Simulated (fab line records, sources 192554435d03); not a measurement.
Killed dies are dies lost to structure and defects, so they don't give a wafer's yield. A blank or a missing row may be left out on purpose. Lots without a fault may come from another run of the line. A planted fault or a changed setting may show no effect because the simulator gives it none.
Chamber matching | flow n5_finfet | N5_BEOL_M4_ETCHBACK_99 on rie_diel-03: 4 sister chambers
The step etches SiO2 in CHF3, target depth 5 nm, time 10.4 s. 8 wafers are shown with their chamber, then 9 later ones without.

WAFERS WITH THEIR CHAMBER
wafer  | chamber | drypump_motor_current_A (A) | showerhead_plenum_p_Torr (Torr)
L076.1 | 1       | 5.1                         | 2.29
L075.6 | 1       | 5.1                         | 2.29
L078.3 | 3       | 5.6                         | 2.22
L083.2 | 3       | 5.6                         | 2.22
L083.5 | 0       | 6.3                         | 2.22
L087.1 | 2       | 6.0                         | 2.05
L087.4 | 0       | 6.2                         | 2.21
L087.5 | 2       | 6.0                         | 2.05

WAFERS WITHOUT THEIR CHAMBER
wafer  | drypump_motor_current_A (A) | showerhead_plenum_p_Torr (Torr)
L088.1 | 6.3                         | 2.21
L088.3 | 6.0                         | 2.05
L088.6 | 6.3                         | 2.21
L090.4 | 6.0                         | 2.05
L090.5 | 6.3                         | 2.21
L090.6 | 5.6                         | 2.21
L092.2 | 5.6                         | 2.21
L092.4 | 5.2                         | 2.28
L092.5 | 5.2                         | 2.28

WHICH CHAMBER EACH WENT THROUGH
wafer  | from the rows above | in truth
L088.1 | 0                   | 0
L088.3 | 2                   | 2
L088.6 | 0                   | 0
L090.4 | 2                   | 2
L090.5 | 0                   | 0
L090.6 | 3                   | 3
L092.2 | 3                   | 3
L092.4 | 1                   | 1
L092.5 | 1                   | 1
Placed correctly: 9 of 9. Can't be placed from these rows: 0. Placed wrongly: 0.
How it was worked out, from the rows above alone: a wafer's distance from a chamber is the root of the sum, over the readings, of the square of ((its reading less the chamber's mean) divided by the reading's scatter). The wafer belongs to the nearest chamber; if the next one is less than 2 further off, it can't be placed. A chamber's mean is the mean of its shown wafers. The scatter: the root of (the sum of the squares of (reading less its chamber's mean) over the shown wafers, divided by (wafers less chambers)).
